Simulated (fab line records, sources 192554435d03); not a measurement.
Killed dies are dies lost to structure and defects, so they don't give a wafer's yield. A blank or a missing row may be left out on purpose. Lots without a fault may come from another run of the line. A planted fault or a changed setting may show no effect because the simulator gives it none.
Split-lot experiment | flow n5_finfet | 7 lots, 21 wafers read, on a route of 1938 steps

THE SPLIT
At N5_BEOL_M7_TRENCH_ETCH_37 (etches SiCOH lowk in C4F6/O2, target depth 93.478 nm, time 31.2 s), the setting source_w was moved away from the recipe's 345 W on 10 of the 21 wafers read, by -16.7% to +15.4%. The other wafers ran this setting at the recipe's value.

FROM THE SPLIT TO THE READING: what the file shows between them, 2 steps
- N5_BEOL_M7_ETCH_41: etches SiCN in CH3F/O2, target depth 31.9 nm, time 57.8 s
- N5_BEOL_M7_STRIP_80: strips in N2/H2, time 10 s

THE READING
trench_depth_nm, in nm, at N5_BEOL_M7_OCD_MEAS_38. Fault-free wafers of this fab line usually give 92.8 nm, standard deviation 2.4 nm.

wafer  | tool, chamber at the split | source_w as run, W | against the recipe | trench_depth_nm, nm | against lot-mates on the recipe
L075.2 | rie_diel-04, 3             | 345                | recipe             | 92.5                | -
L075.4 | rie_diel-04, 0             | 287.3              | -16.7%             | 81.3                | -11.2
L075.6 | rie_diel-04, 0             | 287.3              | -16.7%             | 81.7                | -10.8
L085.2 | rie_diel-02, 2             | 396.1              | +14.8%             | 97.4                | +4.5
L085.3 | rie_diel-02, 0             | 396.1              | +14.8%             | 98.5                | +5.6
L085.5 | rie_diel-02, 0             | 345                | recipe             | 92.9                | -
L087.1 | rie_diel-03, 3             | 345                | recipe             | 91.3                | -
L087.2 | rie_diel-03, 2             | 345                | recipe             | 93.7                | -
L087.3 | rie_diel-03, 1             | 318.1              | -7.8%              | 91.2                | -1.3
L092.2 | rie_diel-02, 0             | 294.6              | -14.6%             | 86.9                | -3.5
L092.5 | rie_diel-02, 1             | 345                | recipe             | 90.4                | -
L092.6 | rie_diel-02, 0             | 294.6              | -14.6%             | 85.3                | -5.1
L093.1 | rie_diel-04, 2             | 345                | recipe             | 95.3                | -
L093.4 | rie_diel-04, 0             | 319.2              | -7.5%              | 88.0                | -7.3
L093.6 | rie_diel-04, 2             | 319.2              | -7.5%              | 93.2                | -2.1
L097.1 | rie_diel-03, 2             | 345                | recipe             | 94.9                | -
L097.2 | rie_diel-03, 3             | 345                | recipe             | 91.5                | -
L097.4 | rie_diel-03, 1             | 398.3              | +15.4%             | 99.8                | +6.6
L094.2 | rie_diel-04, 0             | 345                | recipe             | 90.8                | -
L094.4 | rie_diel-04, 2             | 345                | recipe             | 94.2                | -
L094.6 | rie_diel-04, 3             | 345                | recipe             | 93.2                | -

THE FIT
A straight line over all 21 wafers: trench_depth_nm changes by +0.473 nm for each +1% of source_w; r = +0.91; the points scatter about the line by 2 nm.
The same after taking each lot's own level away (the mean of its wafers on the recipe; 21 wafers): +0.443 nm for each +1%; r = +0.90; scatter 2 nm.
On that fit, the largest move of source_w shifts the reading by 7.4 nm.
The lots' own levels span 90.40 to 95.30 nm, that is 2.0 times the standard deviation above.
So the lot-to-lot level changes the slope little: the two slopes agree.
Check: with one of the wafers moved furthest among these (-16.7%) left out of the fit, the line predicts -7 nm for it against its lot-mates. It came out at -11.2 nm against them.
Tool readings at the split's step, against how far the setting was moved: rf_vpp_V r = -0.81.

OTHER SPLITS ON THESE WAFERS
These wafers also went through other splits before the reading. Each is held against what the fit with the lots' levels taken away leaves over:
other split on the same wafers | wafers away from the commonest value | r with trench_depth_nm (lot level and that fit taken away)
N5_BEOL_M3_COAT_73 spin_rpm    | 9                                    | +0.36
N5_BEOL_M4_COAT_67 spin_rpm    | 5                                    | +0.25
N5_BEOL_M4_DESCUM_33 time_s    | 6                                    | +0.24
N5_BEOL_M5_VIA_ETCH_34 bias_w  | 8                                    | +0.03
N5_BEOL_M7_DESCUM_33 time_s    | 8                                    | -0.44

THE WHOLE CHAIN: every reading that the file lists as answering this split, in the file's order
step                      | what it does                                                      | reading                                                        | change (the file's fit)               | r (the file's)
N5_BEOL_M7_TRENCH_ETCH_37 | etches SiCOH lowk in C4F6/O2, target depth 93.478 nm, time 31.2 s | rf_vpp_V                                                       | -3.6 V for each +1% of the setting    | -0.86
N5_BEOL_M7_TRENCH_ETCH_37 | etches SiCOH lowk in C4F6/O2, target depth 93.478 nm, time 31.2 s | etch.depth_nm (the simulator's own value, which no gauge read) | +0.443 nm for each +1% of the setting | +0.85
N5_BEOL_M7_OCD_MEAS_38    |                                                                   | trench_depth_nm                                                | +0.441 nm for each +1% of the setting | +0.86

THE FILE'S OWN FIT
trench_depth_nm changes by +0.441 nm for each +1% of source_w, r = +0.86.
